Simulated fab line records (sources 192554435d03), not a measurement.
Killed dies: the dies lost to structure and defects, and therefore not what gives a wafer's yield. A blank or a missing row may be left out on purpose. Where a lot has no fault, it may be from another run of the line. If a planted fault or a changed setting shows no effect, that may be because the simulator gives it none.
fab line records + flow n5Finfet
[record]
- lots = 5
- wafers = 12
- lastDay = 16
route steps=1938 shown SD_EPI_N@275 SD_EPI_P@295 BEOL_M4@1111 PASSIVATION@1936
lots untouched by any fault: they come from a run of this same line in which no faults occurred
startH: hours from the record's opening day to when the first of the lot's shown wafers began + waitH: hours from the lot's prior step to this one + " identical to the entry in the row above + L1.1+2: a single row standing in for several wafers + - no value, or no start given + * or withheld: withheld + < > ~ a bound
route shown NAME@n: NAME is a module with steps in the file, n the number in the route of the first one + usual: mean/standard deviation of fault-free wafers + same: alike in all rows + chamber/n: place in a boat + sites: per-site readings + _std_site: their standard deviation + _edge_site: the outer-site mean with the inner-site mean subtracted + radiusMm: for every site, how far away it sits from the centre of the wafer + mask NAME#n: copy n + behind: the last tool/chamber to shape the wafer + hold: the reason the lot was held/the length of the hold in hours/how it ended + device: whichever transistor did not switch (one of n, p or np) + end of line: at the end of the route, the tests of the same wafers + a step given without rows: its recipe and nothing more + killed: at the first sort, the dies lost to defects and structure; wafer yield is something else + map: the dies of a wafer, with x for killed, . for not killed, _ for no die there
set.NAME: the setting that was run; set.NAME@STEP: the one run at that earlier step + model.NAME: the simulator's own value behind a step, which no gauge read
lots seen at some steps along the route; tables by step, rows by wafer
[[steps]]
[step N5_SD_EPI_N_ETCH_35]
[recipe]
- chemistry = N2/H2
- target = SOC
- overetchA = 1080
- maskMaterial = SiARC
- tempC = 40
- ionEnergyEv = 100
- sourceW = 3000
- biasW = 133
- pressureMtorr = 20
- timeS = 486
- n2FlowSccm = 200
- h2FlowSccm = 200
[step N5_SD_EPI_N_STRIP_36]
[recipe]
- chemistry = N2/H2
- tempC = 40
- n2FlowSccm = 200
- h2FlowSccm = 200
- rfFrequencyHz = 6e+07
[step N5_SD_EPI_N_ETCHBACK_44]
[recipe]
- chemistry = CH3F/O2
- mode = anisotropicEtchback
- target = SiNx
- targetDepthA = 145
- stopOn = SiO2
- overEtchFrac = 0.3
- ionEnergyEv = 120
- pressureMtorr = 30
- sourceW = 395
- biasW = 73
- Ar_flow_sccm = 150
- CH3F_flow_sccm = 30
- O2_flow_sccm = 20
[step N5_SD_EPI_N_ETCH_45]
[recipe]
- chemistry = CH3F/O2
- target = SiOCN
- targetDepthA = 60
- maskMaterial = SOC
- ionEnergyEv = 60
- biasW = 29
- pressureMtorr = 15
- sourceW = 410
- Ar_flow_sccm = 150
- CH3F_flow_sccm = 30
- O2_flow_sccm = 20
[step N5_SD_EPI_N_ETCH_16]
[recipe]
- chemistry = CHF3/O2
- target = SiO2
- targetDepthA = 50
- maskMaterial = SOC
- pressureMtorr = 30
- sourceW = 650
- biasW = 170
- Ar_flow_sccm = 200
- CHF3_flow_sccm = 50
- O2_flow_sccm = 5
- ionEnergyEv = 200
[step N5_SD_EPI_N_STRIP_47]
[recipe]
- chemistry = CHF3/O2
- resist = SiARC
- rfFrequencyHz = 6e+07
[step N5_SD_EPI_N_SD_RECESS_17]
[recipe]
- chemistry = HBr/Cl2/O2
- targetDepthA = 410
- maskMaterial = SOC
- timeS = 23.7
- btTimeS = 3
- pressureMtorr = 10
- icpW = 800
- biasW = 112
- HBr_flow_sccm = 150
- Cl2_flow_sccm = 80
- O2_flow_sccm = 12
[step N5_SD_EPI_N_STRIP_38]
[recipe]
- chemistry = N2/H2
- powerW = 1000
- tempC = 250
- h2Frac = 0.65
- overashFraction = 0.3
- pressureMtorr = withheld
- n2FlowSccm = 1750
- h2FlowSccm = 3250
[step N5_SD_EPI_N_WET_ETCH_43]
[recipe]
- chemistry = dHF
- dilution = withheld
- timeS = 14
- target = SiO2
- targetDepthA = 15
- tempC = 25
[step N5_SD_EPI_N_STRIP_18]
[recipe]
- chemistry = SPM
- timeS = 750
- tempC = 130
- h2so4H2o2VolRatio = 4
[step N5_SD_EPI_N_SRD_20]
[recipe]
- dry = ipaMarangoni
- doPpb = 5
- timeS = 30
- tempC = 23
- rinseLiquid = diw
[step N5_SD_EPI_N_PRECLEAN_48]
[recipe]
- chemistry = NF3:NH3
- afsCycles = 2
- tempC = 30
- timeS = 20
- sublimationTempC = 180
- sublimationTimeS = 60
- pressureTorr = 3
- rfPowerW = 30
[step N5_SD_EPI_N_VAPOR_ETCH_50]
[recipe]
- chemistry = HCl
- target = Si
- tempC = 775
- timeS = 54
- pressureTorr = 20
- mode = isotropic
[usual]
- throttleValvePct = 11.7/0.51
| lot.wafer | tool        | chamber | startH | waitH | throttleValvePct |
|-----------|-------------|---------|--------|-------|------------------|
| L585.3    | epiRpcvd-02 | 0       | 49.84  | 0.3   | 12.4             |
| L585.4    | "           | 0       | "      | "     | 12.3             |
| L585.6    | "           | 0       | "      | "     | 12.2             |
| L590.3    | epiRpcvd-02 | 0       | 81.73  | 0.2   | 12.1             |
| L590.5    | "           | 0       | "      | "     | 12.2             |
| L593.2    | epiRpcvd-02 | 0       | 99.09  | 0.3   | 12.4             |
| L593.4    | "           | 0       | "      | "     | 12.5             |
| L595.2    | epiRpcvd-02 | 0       | 110.62 | 0.3   | 12.1             |
| L595.5    | "           | 0       | "      | "     | 12.3             |
| L603.1    | epiRpcvd-01 | 0       | 159.01 | 0.3   | 11.4             |
| L603.2    | "           | 0       | "      | "     | 11.5             |
| L603.5    | "           | 0       | "      | "     | 11.5             |
[step N5_SD_EPI_N_EPI_21]
[recipe]
- material = Si:P
- dopant = P
- tempC = 680
- pressureTorr = 255
- timeS = 690
[step N5_SD_EPI_N_PRECLEAN_24]
[recipe]
- chemistry = O3/DIW
- timeS = 60
- tempC = 22
- o3Ppm = 10
[step N5_SD_EPI_N_SRD_25]
[recipe]
- timeS = 30
- tempC = 23
- rinseLiquid = diw
- dry = ipaMarangoni
[step N5_SD_EPI_N_PRECLEAN_49]
[recipe]
- chemistry = NF3:NH3
- afsCycles = 1
- tempC = 30
- timeS = 20
- sublimationTempC = 180
- sublimationTimeS = 60
- pressureTorr = 3
- rfPowerW = 30
[step N5_SD_EPI_N_LINER_46]
[recipe]
- material = SiNx
- targetThkA = 30
- tempC = 400
- aldPrecursorFamily = SiH2I2
- aldCoReactant = N2/H2-plasma
- pressureTorr = 2
[step N5_SD_EPI_P_COAT_34]
[recipe]
- resist = SOC
- tempC = 250
- timeS = 60
- spinRpm = 1500
- resistThkNm = 350
[step N5_SD_EPI_P_COAT_35]
[recipe]
- resist = SiARC
- tempC = 220
- timeS = 60
- spinRpm = 1500
- resistThkNm = 35
[step N5_SD_EPI_P_COAT_03]
[recipe]
- resist = CAR-ArF-block
- spinRpm = 1500
- resistThkNm = 150
[step N5_SD_EPI_P_EBR_05]
[recipe]
- solvent = PGMEA
- ebrWidthMm = 1.5
[step N5_SD_EPI_P_SOFTBAKE_04]
[recipe]
- tempC = 110
- timeS = 60
- resist = CAR-ArF-block
[step N5_SD_EPI_P_EXPOSE_06]
[recipe]
- maskId = SD_P_BLK
- na = 1.35
- sourceShape = conventional
- sigmaOuter = 0.8
- polarization = unpolarized
- targetCdNm = 240
- doseMj = 39.5
[step N5_SD_EPI_P_PEB_07]
[recipe]
- pebTempC = 110
- pebTimeS = 60
- resist = CAR-ArF-block
[step N5_SD_EPI_P_DEVELOP_08]
[recipe]
- developTimeS = 30
- developer = TMAH
- resist = CAR-ArF-block
- devTempC = 23
- rinseLiquid = diw
- dry = airSpin
[step N5_SD_EPI_P_DESCUM_14]
[recipe]
- chemistry = O2
- timeS = 7.9
- sourcePowerW = 50
- biasPowerW = 20
- pressureMtorr = 20
- rfFrequencyHz = 2.712e+07
- tempC = 40
- resist = CAR-ArF-block
- o2FlowSccm = 225
[step N5_SD_EPI_P_ETCH_36]
[recipe]
- chemistry = CF4
- target = SiARC
- targetDepthA = 455
- maskMaterial = CAR-ArF-block
- timeS = 75.8
- ionEnergyEv = 80
- pressureMtorr = 40
- sourceW = 545
- biasW = 36
- Ar_flow_sccm = 100
- cf4FlowSccm = 100
- ends = cleared
[step N5_SD_EPI_P_ETCH_37]
[recipe]
- chemistry = N2/H2
- target = SOC
- overetchA = 1080
- maskMaterial = SiARC
- tempC = 40
- ionEnergyEv = 100
- sourceW = 3000
- biasW = 133
- pressureMtorr = 20
- timeS = 486
- n2FlowSccm = 200
- h2FlowSccm = 200
- ends = endPoint
[step N5_SD_EPI_P_STRIP_38]
[recipe]
- chemistry = N2/H2
- tempC = 40
- n2FlowSccm = 200
- h2FlowSccm = 200
- rfFrequencyHz = 6e+07
[step N5_SD_EPI_P_ETCHBACK_46]
[recipe]
- chemistry = CH3F/O2
- mode = anisotropicEtchback
- target = SiNx
- targetDepthA = 175
- stopOn = SiO2
- overEtchFrac = 0.3
- ionEnergyEv = 120
- pressureMtorr = 30
- sourceW = 395
- biasW = 73
- Ar_flow_sccm = 150
- CH3F_flow_sccm = 30
- O2_flow_sccm = 20
[step N5_SD_EPI_P_ETCH_47]
[recipe]
- chemistry = CH3F/O2
- target = SiOCN
- targetDepthA = 250
- maskMaterial = SOC
- ionEnergyEv = 60
- biasW = 29
- pressureMtorr = 30
- sourceW = 410
- Ar_flow_sccm = 150
- CH3F_flow_sccm = 30
- O2_flow_sccm = 20
[step N5_SD_EPI_P_ETCH_16]
[recipe]
- chemistry = CHF3/O2
- target = SiO2
- targetDepthA = 50
- maskMaterial = SOC
- pressureMtorr = 30
- sourceW = 650
- biasW = 170
- Ar_flow_sccm = 200
- CHF3_flow_sccm = 50
- O2_flow_sccm = 5
- ionEnergyEv = 200
[step N5_SD_EPI_P_STRIP_50]
[recipe]
- chemistry = CHF3/O2
- resist = SiARC
- rfFrequencyHz = 6e+07
[step N5_SD_EPI_P_SD_RECESS_17]
[recipe]
- chemistry = HBr/Cl2/O2
- targetDepthA = 391
- btTimeS = 3
- pressureMtorr = 10
- icpW = 800
- biasW = 112
- HBr_flow_sccm = 150
- Cl2_flow_sccm = 80
- O2_flow_sccm = 12
[step N5_SD_EPI_P_WET_ETCH_45]
[recipe]
- chemistry = dHF
- dilution = withheld
- timeS = 10.7
- target = SiO2
- targetDepthA = 20
- tempC = 25
- dry = ipaMarangoni
- rinseTimeS = 30
- rinseTempC = 23
[step N5_SD_EPI_P_STRIP_40]
[recipe]
- chemistry = N2/H2
- powerW = 1000
- tempC = 250
- h2Frac = 0.65
- overashFraction = 0.3
- pressureMtorr = withheld
- n2FlowSccm = 1750
- h2FlowSccm = 3250
[step N5_BEOL_M4_RC_MEAS_101]
[usual]
- DIBL_N = 36.5/1.4
- DIBL_P = 36.5/1.6
- IOFF_N = 0.163/0.022
- IOFF_N_85C = 3.1/0.37
- IOFF_N_LIN = 0.075/0.0087
- IOFF_P = 0.219/0.029
- ION_N = 675/8.3
- ION_P = 464/6.2
- REXT_N = 74.7/1.6
- SS_N = 71.5/0.52
- SS_P = 73.4/0.57
- VT_N = 249.7/2.6
- VT_N_LVT = 98.2/2.7
- VT_P = -250/3
| lot.wafer | tool      | chamber | startH | waitH | DIBL_N[mV/V] | DIBL_P[mV/V] | IOFF_N[nA/um] | IOFF_N_85C[nA/um] | IOFF_N_LIN[nA/um] | IOFF_P[nA/um] | ION_N[uA/um] | ION_P[uA/um] | REXT_N[ohm.um] | SS_N[mV/dec] | SS_P[mV/dec] | VT_N[mV] | VT_N_LVT[mV] | VT_P[mV] |
|-----------|-----------|---------|--------|-------|--------------|--------------|---------------|-------------------|-------------------|---------------|--------------|--------------|----------------|--------------|--------------|----------|--------------|----------|
| L585.3    | prober-02 | 0       | 165.29 | 0.7   | 36.7         | 35.8         | 0.147         | 2.8               | 0.069             | 0.195         | 672          | 460          | 73.7           | 71.0         | 72.1         | 252.0    | 100.8        | -250     |
| L585.4    | "         | 0       | "      | "     | 37.4         | 37.4         | 0.170         | 3.2               | 0.079             | 0.224         | 679          | 465          | 73.7           | 71.5         | 73.7         | 248.7    | 98.3         | -248     |
| L585.6    | "         | 0       | "      | "     | 36.9         | 36.6         | 0.160         | 3.0               | 0.074             | 0.207         | 668          | 462          | 73.7           | 71.7         | 73.0         | 249.6    | 99.6         | -252     |
| L590.3    | prober-02 | 0       | 201.91 | 0.3   | 45.3         | 35.0         | 0.383         | 6.6               | 0.137             | 0.191         | 730          | 463          | 64.7           | 74.0         | 73.3         | 241.1    | 87.1         | -253     |
| L590.5    | "         | 0       | "      | "     | 38.3         | 38.0         | 0.198         | 3.8               | 0.087             | 0.237         | 681          | 470          | 73.8           | 71.6         | 74.3         | 247.6    | 95.2         | -250     |
| L593.2    | prober-01 | 0       | 214.85 | 0.2   | 45.4         | 36.2         | 0.375         | 6.3               | 0.144             | 0.253         | 737          | 473          | 67.0           | 73.0         | 73.3         | 237.1    | 85.6         | -244     |
| L593.4    | "         | 0       | "      | "     | 34.2         | 33.7         | 0.129         | 2.6               | 0.064             | 0.213         | 673          | 468          | 76.8           | 71.0         | 72.0         | 252.0    | 101.3        | -248     |
| L595.2    | prober-02 | 0       | 237.93 | 0.2   | 45.4         | 37.2         | 0.361         | 6.0               | 0.136             | 0.218         | 719          | 462          | 65.2           | 73.2         | 73.0         | 238.6    | 87.8         | -249     |
| L595.5    | "         | 0       | "      | "     | 36.2         | 37.3         | 0.150         | 2.9               | 0.070             | 0.210         | 670          | 462          | 75.2           | 71.8         | 73.3         | 249.1    | 100.4        | -252     |
| L603.1    | prober-01 | 0       | 282.69 | 0.0   | 39.3         | 40.7         | 0.207         | 3.8               | 0.093             | 0.254         | 679          | 466          | 74.4           | 72.0         | 75.2         | 246.7    | 94.2         | -249     |
| L603.2    | "         | 0       | "      | "     | 39.1         | 41.1         | 0.204         | 3.9               | 0.093             | 0.262         | 684          | 470          | 73.5           | 71.9         | 73.8         | 247.3    | 94.3         | -249     |
| L603.5    | "         | 0       | "      | "     | 38.5         | 40.1         | 0.188         | 3.6               | 0.088             | 0.236         | 686          | 469          | 73.7           | 71.7         | 74.2         | 246.6    | 96.5         | -251     |
[step N5_PASSIVATION_PROBE_49]
[usual]
- defectLimitedYield = 91.2/1.6
- killed_at_M0_to_M3 = 33/11
- killed_at_M4_up = 15/6.2
- killedAtContacts = 15/7.1
- killedAtFrontEnd = 38/12
- killedAtOther = 4/3.5
- killedDies = 104/19
- killedOpen = 69/14
- killedShort = 34/8.5
- sort_bin_4_leakage = 0/0
- sort_bin_5_function = 5.2/0.99
- sort_bin_6_memory = 3.3/0.77
- sortNPass = 1076/19
- sortYieldPct = 91.2/1.6
[same]
- grossDies = 1180
- killedAtBackSide = 0
- sort_bin_8_speed[%] = 0
| lot.wafer | tool      | chamber | startH | waitH | defectLimitedYield[%] | killed_at_M0_to_M3 | killed_at_M4_up | killedAtContacts | killedAtFrontEnd | killedAtOther | killedDies | killedOpen | killedShort | sort_bin_4_leakage[%] | sort_bin_5_function[%] | sort_bin_6_memory[%] | sortNPass | sortYieldPct[%] |
|-----------|-----------|---------|--------|-------|-----------------------|--------------------|-----------------|------------------|------------------|---------------|------------|------------|-------------|-----------------------|------------------------|----------------------|-----------|-----------------|
| L585.3    | prober-02 | -       | 264.88 | 0.1   | 92.4                  | 29                 | 5               | 7                | 42               | 7             | 90         | 51         | 39          | 0                     | 4.5                    | 2.9                  | 1090      | 92.4            |
| L585.4    | prober-02 | -       | 264.93 | 0.2   | 92.1                  | 22                 | 16              | 11               | 31               | 13            | 93         | 53         | 39          | 0                     | 4.6                    | 2.9                  | 1087      | 92.1            |
| L585.6    | prober-02 | -       | 265.03 | 0.3   | 90.1                  | 30                 | 12              | 12               | 56               | 7             | 117        | 66         | 49          | 0                     | 5.9                    | 3.5                  | 1063      | 90.1            |
| L590.3    | prober-01 | -       | 310.15 | 0.1   | 89.2                  | 39                 | 24              | 24               | 38               | 2             | 127        | 97         | 29          | 10.34                 | 7.3                    | 3.3                  | 931       | 78.9            |
| L590.5    | prober-01 | -       | 310.25 | 0.2   | 87.8                  | 41                 | 28              | 20               | 55               | 0             | 144        | 106        | 38          | 0                     | 7.4                    | 4.5                  | 1036      | 87.8            |
| L593.2    | prober-02 | -       | 321.03 | 0.1   | 91.6                  | 23                 | 15              | 19               | 42               | 0             | 99         | 59         | 40          | 6.53                  | 5.2                    | 3.1                  | 1004      | 85.1            |
| L593.4    | prober-02 | -       | 321.13 | 0.2   | 92.8                  | 23                 | 18              | 11               | 30               | 3             | 85         | 57         | 26          | 0                     | 4.2                    | 2.7                  | 1095      | 92.8            |
| L595.2    | prober-02 | -       | 343.06 | 0.1   | 90.6                  | 50                 | 13              | 7                | 41               | 0             | 111        | 86         | 24          | 6.78                  | 5.7                    | 3.4                  | 989       | 83.8            |
| L595.5    | prober-02 | -       | 343.21 | 0.2   | 91.8                  | 33                 | 8               | 14               | 37               | 5             | 97         | 69         | 27          | 0                     | 5.2                    | 2.9                  | 1083      | 91.8            |
| L603.1    | prober-01 | -       | 383.24 | 0.0   | 88.2                  | 33                 | 15              | 19               | 59               | 13            | 139        | 94         | 45          | 0                     | 5.6                    | 5.8                  | 1041      | 88.2            |
| L603.2    | prober-01 | -       | 383.29 | 0.1   | 91.3                  | 24                 | 16              | 14               | 42               | 7             | 103        | 70         | 33          | 0                     | 4.5                    | 3.7                  | 1077      | 91.3            |
| L603.5    | prober-01 | -       | 383.44 | 0.2   | 88.6                  | 27                 | 28              | 14               | 57               | 8             | 134        | 84         | 49          | 0                     | 6.9                    | 4.2                  | 1046      | 88.6            |
// killed by level:class
L585.3 BEOL_M0_SAQP:geometricParticle:short=10 BEOL_M0_SAQP:geometricParticle:open=9 FIN_SAQP:geometricParticle:short=8 FIN_SAQP:geometricParticle:open=7 STI_FIN_REVEAL:geometricParticle:open=6 MOL_CONTACT_COAG:geometricParticle:open=6 DUMMY_GATE:geometricParticle:open=5 GATE_CUT:geometricParticle:short=5
L585.4 MOL_CONTACT_COAG:geometricParticle:open=11 BEOL_M3:geometricParticle:open=9 PASS1_CAP:geometricParticle:short=7 FIN_SAQP:geometricParticle:short=6 BEOL_M0_SAQP:geometricParticle:open=5 FIN_SAQP:geometricParticle:open=4 DUMMY_GATE:geometricParticle:open=3 ILD0:geometricParticle:open=3
L585.6 FIN_SAQP:geometricParticle:open=18 FIN_SAQP:geometricParticle:short=12 BEOL_M0_SAQP:geometricParticle:short=12 MOL_CONTACT_COAG:geometricParticle:open=10 BEOL_M0_SAQP:geometricParticle:open=8 DUMMY_GATE:geometricParticle:open=5 GATE_CUT:geometricParticle:short=4 BEOL_M3:geometricParticle:open=4
L590.3 MOL_CONTACT_COAG:geometricParticle:open=19 STI_FIN_REVEAL:geometricParticle:open=12 BEOL_M2:geometricParticle:open=12 BEOL_M4:geometricParticle:open=10 FIN_SAQP:geometricParticle:open=9 BEOL_M5:geometricParticle:open=7 DUMMY_GATE:geometricParticle:open=6 MOL_CONTACT_COAG:geometricParticle:short=5
L590.5 STI_FIN_REVEAL:geometricParticle:open=23 MOL_CONTACT_COAG:geometricParticle:open=15 BEOL_M3:geometricParticle:open=10 BEOL_M4:geometricParticle:open=10 BEOL_M5:geometricParticle:open=10 BEOL_M1:geometricParticle:open=9 MOL_CONTACT_COAG:geometricParticle:short=5 BEOL_M0_SAQP:geometricParticle:short=5
L593.2 MOL_CONTACT_COAG:geometricParticle:open=15 FIN_SAQP:geometricParticle:short=9 FIN_SAQP:geometricParticle:open=8 GATE_CUT:geometricParticle:short=7 BEOL_M0_SAQP:geometricParticle:short=6 BEOL_M0_SAQP:geometricParticle:open=6 GATE_CUT:geometricParticle:open=5 BEOL_M5:geometricParticle:open=5
L593.4 STI_FIN_REVEAL:geometricParticle:open=10 MOL_CONTACT_COAG:geometricParticle:open=9 BEOL_M0_SAQP:geometricParticle:open=8 BEOL_M4:geometricParticle:open=8 BEOL_M0_SAQP:geometricParticle:short=6 BEOL_M5:geometricParticle:open=5 FIN_SAQP:geometricParticle:open=4 STI_FIN_REVEAL:geometricParticle:short=3
L595.2 BEOL_M3:geometricParticle:open=14 BEOL_M1:geometricParticle:open=12 GATE_CUT:geometricParticle:open=10 STI_FIN_REVEAL:geometricParticle:open=7 GATE_CUT:geometricParticle:short=7 BEOL_M0_SAQP:geometricParticle:open=7 BEOL_M0:geometricParticle:open=7 BEOL_M4:geometricParticle:open=7
L595.5 MOL_CONTACT_COAG:geometricParticle:open=13 STI_FIN_REVEAL:geometricParticle:open=8 GATE_CUT:geometricParticle:open=6 STI_FIN_REVEAL:geometricParticle:short=5 BEOL_M1:geometricParticle:open=5 BEOL_M2:geometricParticle:open=5 STARTING-WAFER:geometricParticle:open=5 GATE_CUT:geometricParticle:short=4
L603.1 STI_FIN_REVEAL:geometricParticle:open=16 MOL_CONTACT_COAG:geometricParticle:open=16 BEOL_M1:geometricParticle:open=9 BEOL_M4:geometricParticle:open=9 FIN_SAQP:geometricParticle:short=8 FIN_SAQP:geometricParticle:open=7 BEOL_M3:geometricParticle:open=7 GATE_CUT:geometricParticle:short=6
L603.2 FIN_SAQP:geometricParticle:open=13 MOL_CONTACT_COAG:geometricParticle:open=11 BEOL_M4:geometricParticle:open=11 FIN_SAQP:geometricParticle:short=10 BEOL_M1:geometricParticle:open=6 BEOL_M0:geometricParticle:open=5 BEOL_M1:geometricParticle:short=4 BEOL_M2:geometricParticle:open=4
L603.5 BEOL_M4:geometricParticle:open=20 FIN_SAQP:geometricParticle:open=17 FIN_SAQP:geometricParticle:short=12 MOL_CONTACT_COAG:geometricParticle:open=10 STI_FIN_REVEAL:geometricParticle:open=7 BEOL_M2:geometricParticle:open=7 BEOL_M1:geometricParticle:short=5 BEOL_M1:geometricParticle:open=5
// map L590.5 (x killed, . not)
_________________............________________
______________.................._____________
___________....x.......x........x.x__________
__________.x...x................x..x_________
________........xx.......x..........x._______
_______......x.x.....x.....x...........______
______.x.............x...x.x...x........_____
_____.x........x.x......................x____
____......x.......x...xxx.........xxx.....___
___x...x.....xx...x........................__
___..................xx......x.x..x.......x__
__x................x........................_
__............xxx......x.........x.........._
_.x...............xx.................x...x..x
_x..x..................x...x......x..x....x..
_.......x.....x.................x..x.........
_...x.....x.......xx..........xx....x........
_x................x.......x.....x............
_..x.x...x.x...x......x..x.....xxx...........
_....xx..............x..........x............
_...xx.......x.....x.................x.......
__x........x....x..........................._
__....x.................x...x...x..x.....x.._
___.x................x............x........__
___..xx.....x..........x......x........x..x__
____...xx..........x...........x.......x..___
_____....x.....x........................x____
______......x.....x........x....x......._____
_______...................x....xxx....x______
________...................x...x..x..._______
__________.....x...x..............x._________
___________......x.x..............x__________
______________x................._____________
_________________............________________
// map L593.2 (x killed, . not)
_________________............________________
______________........x......x.._____________
___________........x...x...........__________
__________...x.x.....x.....x.....x.._________
________...x......x.......x..........._______
_______x...........................x...______
______.................x.....x......x..._____
_____x..........x...........x............____
____.............x.......x................___
___.......x..........................x.x...__
___..x........x.......x.......x......x....x__
__...................x..........x....x......_
__............x........x...................._
_....x..x...x.........x.xx.................x.
_.....x......................................
_.....x....................x.................
_............................x......x........
_...x...............x......x.x...............
_...x.....................x....x.............
_..x....x..x......x...x.....x..........x...x.
_......x.........x.................x.x.x.....
__......................x..................._
__......x.................x..........x......_
___............x..xx..............x........__
___..x..........x..........................__
____......x...................xx..........___
_____x.x.............x..................x____
______........x.xx......................_____
_______..x...........x..x.xx...........______
________...x.........x............x..._______
__________.....................xx..._________
___________..........x.............__________
______________.................._____________
_________________............________________
[[key]]
[firstSign]
- step = N5_BEOL_M4_RC_MEAS_101
- reading = IOFF_N
- direction = up
- sigmas = 9.4
- usual = 0.163
- struck = 0.373
[effect]
- step = N5_BEOL_M4_RC_MEAS_101
- reading = IOFF_N_85C
- direction = up
- sigmas = 8.5
- usual = 3.1
- struck = 6.3
[effect]
- step = N5_BEOL_M4_RC_MEAS_101
- reading = IOFF_N_LIN
- direction = up
- sigmas = 7.3
- usual = 0.075
- struck = 0.139
[effect]
- step = N5_BEOL_M4_RC_MEAS_101
- reading = ION_N
- direction = up
- sigmas = 6.4
- usual = 675
- struck = 729
[effect]
- step = N5_BEOL_M4_RC_MEAS_101
- reading = DIBL_N
- direction = up
- sigmas = 6.2
- usual = 36.5
- struck = 45.4
[effect]
- step = N5_BEOL_M4_RC_MEAS_101
- reading = REXT_N
- direction = down
- sigmas = 5.8
- usual = 74.7
- struck = 65.6
[effect]
- step = N5_BEOL_M4_RC_MEAS_101
- reading = VT_N_LVT
- direction = down
- sigmas = 4.2
- usual = 98.2
- struck = 86.8
[effect]
- step = N5_BEOL_M4_RC_MEAS_101
- reading = VT_N
- direction = down
- sigmas = 4.1
- usual = 249.7
- struck = 238.9
[effect]
- step = N5_BEOL_M4_RC_MEAS_101
- reading = SS_N
- direction = up
- sigmas = 3.5
- usual = 71.5
- struck = 73.4
[effect]
- step = N5_PASSIVATION_PROBE_49
- reading = sort_bin_4_leakage
- direction = up
- sigmas = 93
- usual = 0
- struck = 7.88
metAt N5_SD_EPI_N_VAPOR_ETCH_50
struckWafers L590.3,L593.2,L595.2
onsetBetween 49.84 81.73
[fault]
- kind = processParameterDrift
- tool = epiRpcvd-02
- chamber = -
- onsetH = 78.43
- steps = N5_SD_EPI_N_VAPOR_ETCH_50
- channel = timeS
- offset = *
- shape = step
- endH = 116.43
- scope = struckWafersOnly
- actsIn = *
- stated = *
